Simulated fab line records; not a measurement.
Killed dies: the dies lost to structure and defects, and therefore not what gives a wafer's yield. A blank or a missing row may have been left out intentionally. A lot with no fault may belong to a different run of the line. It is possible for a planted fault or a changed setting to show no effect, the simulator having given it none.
Chamber matching | flow n5-finfet | N5_BEOL_M3_DESCUM_16 on rie-diel-06 has 4 sister chambers
The step chemistry O2, time 7 s. 4 wafers are shown with their chamber, then 9 later ones without.

WAFERS, EACH WITH ITS CHAMBER
wafer  | chamber | showerhead-plenum-p-Torr (Torr)
L084.6 | 3       | 2.05
L089.1 | 0       | 2.08
L089.2 | 1       | 2.11
L089.6 | 2       | 1.95

WAFERS WITHOUT THEIR CHAMBER
wafer  | showerhead-plenum-p-Torr (Torr)
L091.1 | 2.04
L091.4 | 2.11
L091.5 | 1.95
L092.1 | 2.11
L092.3 | 1.95
L092.5 | 1.95
L095.2 | 2.04
L095.4 | 2.07
L095.5 | 2.07

EACH ONE'S CHAMBER
wafer  | from the rows above     | in truth
L091.1 | 3                       | 3
L091.4 | 1                       | 1
L091.5 | 2                       | 2
L092.1 | 1                       | 1
L092.3 | 2                       | 2
L092.5 | 2                       | 2
L095.2 | 3                       | 3
L095.4 | can't be placed: 0 or 3 | 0
L095.5 | can't be placed: 0 or 3 | 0
Placed correctly: 7 of 9. Unplaceable from these rows: 2, with the true chamber sitting among the candidates in 2. Wrongly placed: 0.
How it was worked out, from the rows above alone: a wafer's distance from a chamber is the root of the sum, over the readings, of the square of ((its reading less the chamber's mean) divided by the reading's scatter). The wafer belongs to the nearest chamber; if the next one is less than 2 further off, it can't be placed. The mean given for a chamber averages the wafers shown for that chamber. The scatter: with one shown wafer a chamber, the root of the mean of the squares of how far each hidden wafer lies from its nearest shown one.
